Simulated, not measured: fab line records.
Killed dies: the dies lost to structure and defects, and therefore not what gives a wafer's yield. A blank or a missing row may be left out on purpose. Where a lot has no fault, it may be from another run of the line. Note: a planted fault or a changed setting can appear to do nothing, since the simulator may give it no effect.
Comparing a struck lot with a sound one	flow nand_harc	13 steps out of a route of 1159
Sound: these wafers, L461.1, L461.3, L461.5. Struck: wafer L472.2. (L472.3 of the same lot was not struck and is left out.) The cause comes at the end.
Order at every step that has rows: each side's tool, ch and its chambers, its first start. Under that, the readings that differ: sound wafers	struck wafers	difference of the means	sigmas: that difference in standard deviations of wafers without a fault.
alike: same words and numbers on both sides, and readings whose means sit less than 2 such deviations apart. not compared: any withheld reading, any reading some wafer has no value for, any bound like >300 that may hide the same value, and any number with overlapping values for which the record gives no deviation.
Wherever a step has rows on one side only, a row that says differs or no value, or a row with sigmas, the two part there. When numbers do not overlap yet have no deviation, they are printed without sigmas and do not part them. A reading missing from all wafers of one side parts the sides only when that side holds two or more wafers.

first, 3 steps without rows for these wafers: NHARC_A_STAIRCASE_PEB_215 (peb time 130 s); NHARC_A_STAIRCASE_DEVELOP_216 (time 140 s); NHARC_A_STAIRCASE_HARDBAKE_218 (time 140 s).
NHARC_A_STAIRCASE_DESCUM_219: chemistry O2, time 3 s.
  sound on rie_diel-13 ch 0,2,3, day 12 04:02; struck on rie_diel-13 ch 1, day 14 23:29
  alike: drypump_motor_current_A, oes_product_au, rf_vpp_V, showerhead_plenum_p_Torr, throttle_valve_pct
  not compared: rf_hours_counter_h
then, 1 step without rows for these wafers: NHARC_A_STAIRCASE_TRIM_220 (chemistry O2, time 211.2 s).
NHARC_A_STAIRCASE_ETCH_221: etches the open film in C4F8/O2, target depth 100 nm, time 40.5 s.
  sound on rie_diel-13 ch 0,1,3; struck on rie_diel-13 ch 0
reading	sound	struck	difference	sigmas
rf_vpp_V (V)	894 901 885	906	+13	+3
  alike: bias_w, oes_product_au, rf_fwd_power_W
  not compared: rf_hours_counter_h
then, 1 step without rows for these wafers: NHARC_A_STAIRCASE_TRIM_222 (chemistry O2, time 211.2 s).
NHARC_A_STAIRCASE_ETCH_223: etches the open film in C4F8/O2, target depth 100 nm, time 40.5 s.
  sound on rie_diel-13 ch 0,1; struck on rie_diel-13 ch 2
  alike: bias_w, oes_product_au, rf_fwd_power_W, rf_vpp_V
  not compared: rf_hours_counter_h
then, 1 step without rows for these wafers: NHARC_A_STAIRCASE_TRIM_224 (chemistry O2, time 211.2 s).
NHARC_A_STAIRCASE_ETCH_225: etches the open film in C4F8/O2, target depth 100 nm, time 40.5 s.
  sound on rie_diel-13 ch 0,2,3; struck on rie_diel-13 ch 1
  alike: bias_w, oes_product_au, rf_fwd_power_W, rf_vpp_V
  not compared: rf_hours_counter_h
NHARC_A_STAIRCASE_TRIM_226: chemistry O2, time 211.2 s.
  sound on rie_diel-13 ch 1,3; struck on rie_diel-13 ch 1
reading	sound	struck	difference	sigmas
oes_product_au (a.u.)	0.997 0.999 0.999	1.013	+0.015	+2
  alike: drypump_motor_current_A, rf_vpp_V, showerhead_plenum_p_Torr, throttle_valve_pct
  not compared: rf_hours_counter_h
NHARC_A_STAIRCASE_ETCH_227: etches the open film in C4F8/O2, target depth 100 nm, time 40.5 s.
  sound on rie_diel-13 ch 2,3, day 12 05:43; struck on rie_diel-13 ch 2, day 15 00:31
reading	sound	struck	difference	sigmas
oes_product_au (a.u.)	0.944 0.947 0.951	1.105	+0.158	+17
  alike: bias_w, rf_fwd_power_W, rf_vpp_V
  not compared: rf_hours_counter_h
-- jump in the record: it breaks off in module A_STAIRCASE and resumes in module END (first step shown: number 1159 of the route), and 9 days separate the struck wafers' starts before and after --
NHARC_END_SORT_01:
  only the struck wafers appear in the record here, on prober-02 ch 0 at day 23 14:19; the sound ones have no rows

## WHERE THEY PART
First at NHARC_A_STAIRCASE_ETCH_221; last, within this record, at NHARC_END_SORT_01.

WHY: whatever the simulator had introduced
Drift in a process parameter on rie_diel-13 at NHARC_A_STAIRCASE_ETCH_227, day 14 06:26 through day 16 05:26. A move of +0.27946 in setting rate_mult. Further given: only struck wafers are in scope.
